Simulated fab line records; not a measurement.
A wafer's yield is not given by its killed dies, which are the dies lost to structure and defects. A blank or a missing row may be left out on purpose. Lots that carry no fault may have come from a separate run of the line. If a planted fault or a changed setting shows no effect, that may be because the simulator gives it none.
The tool behind it: which one? ; flow nand_harc ; 36 wafers from 12 lots sampled at 4 of the route's 1159 steps

== WHAT THE GAUGES READ, wafer by wafer ==
NHARC_P_M1_OVL_MEAS_10: pitch 260 nm.
lot;measured;on;overlay_x_nm (nm)
L076;day 6 15:27;overlay-02;-0.4 -0.4 -0.4
L078;day 6 23:53;overlay-01;1.0 0.7 1.0
L080;day 7 05:29;overlay-01;-2.1 -1.9 -2.1
L081;day 7 16:32;overlay-02;-1.3 -1.5 -1.4
L082;day 8 07:53;overlay-02;0.6 0.2 0.7
L087;day 9 06:19;overlay-01;-0.2 0.0 0.2
L086;day 9 06:52;overlay-02;1.2 0.8 0.1
L088;day 9 22:35;overlay-02;0.8 1.1 0.9
L090;day 10 04:58;overlay-01;1.1 0.4 1.5
L092;day 10 11:45;overlay-01;1.0 1.0 0.6
L095;day 11 04:55;overlay-02;-0.1 -0.5 0.0
L097;day 11 22:23;overlay-02;-1.4 -1.1 -1.0

== EACH LOT AND THE TOOL THAT RAN IT (in order: tool; ch and the chambers of the sampled wafers; start) ==
lot;NHARC_P_GATE_DESCUM_48;NHARC_P_CONTACT_CVD_23;NHARC_P_M0_PVD_21
L076;rie_diel-12 ch 1,2, day 5 20:35;cvd_w-01 ch 0,1, day 6 15:27 or earlier;pvd_sputter-03, day 6 15:27 or earlier
L078;rie_diel-11 ch 0,2,3, day 6 06:05;cvd_w-01 ch 0,1, day 6 23:53 or earlier;pvd_sputter-01, day 6 23:53 or earlier
L080;rie_diel-11 ch 0,1,3, day 6 13:10;cvd_w-01 ch 0,1, day 7 05:29 or earlier;pvd_sputter-02, day 7 05:29 or earlier
L081;rie_diel-11 ch 0,1,3, day 6 22:42;cvd_w-01 ch 0,1, day 7 16:32 or earlier;pvd_sputter-01, day 7 16:32 or earlier
L082;rie_diel-11 ch 1,3, day 7 10:57;cvd_w-02 ch 0,1, day 8 07:53 or earlier;pvd_sputter-01, day 8 07:53 or earlier
L087;rie_diel-12 ch 1,2,3, day 8 11:45;cvd_w-02 ch 1, day 9 06:19 or earlier;pvd_sputter-03, day 9 06:19 or earlier
L086;rie_diel-11 ch 1,3, day 8 12:16;cvd_w-01 ch 0,1, day 9 06:52 or earlier;pvd_sputter-01, day 9 06:52 or earlier
L088;rie_diel-12 ch 0,1,2, day 8 21:10;cvd_w-01 ch 1, day 9 22:35 or earlier;pvd_sputter-01, day 9 22:35 or earlier
L090;rie_diel-11 ch 0,2, day 9 08:18;cvd_w-02 ch 0,1, day 10 04:58 or earlier;pvd_sputter-03, day 10 04:58 or earlier
L092;rie_diel-11 ch 0,1,2, day 9 19:02;cvd_w-01 ch 0,1, day 10 11:45 or earlier;pvd_sputter-03, day 10 11:45 or earlier
L095;rie_diel-11 ch 0,1, day 10 12:47;cvd_w-02 ch 0,1, day 11 04:55 or earlier;pvd_sputter-02, day 11 04:55 or earlier
L097;rie_diel-12 ch 0,1,3, day 11 05:17;cvd_w-02 ch 1, day 11 22:23 or earlier;pvd_sputter-02, day 11 22:23 or earlier
- NHARC_P_GATE_DESCUM_48: chemistry O2, time 3 s.
- NHARC_P_CONTACT_CVD_23: deposits W, target thk 200 nm, time 557 s.
- NHARC_P_M0_PVD_21: deposits Cu, target thk 30 nm, time 20.49 s.

== THE ANSWER, worked out from the rows above alone ==
Rule: the lots themselves supply what counts as usual. Put in order of their means at a reading, lots are off if they are a third of the lots or fewer, leave a main group of 4 or more, and stand apart from it by a gap of 3 or more times the standard deviation of the main group's means; of several such gaps the widest counts. A main group whose means are all the same, to the digits that the tables above print for the reading, isn't used. A lot without any number at a reading at which 4 lots or more have one is off too. Where the step has rows for the other lots, those lots are counted as sound.
No lot is off at any reading shown: from this, nothing can be told.

== WHAT THE SIMULATOR HAD INSERTED ==
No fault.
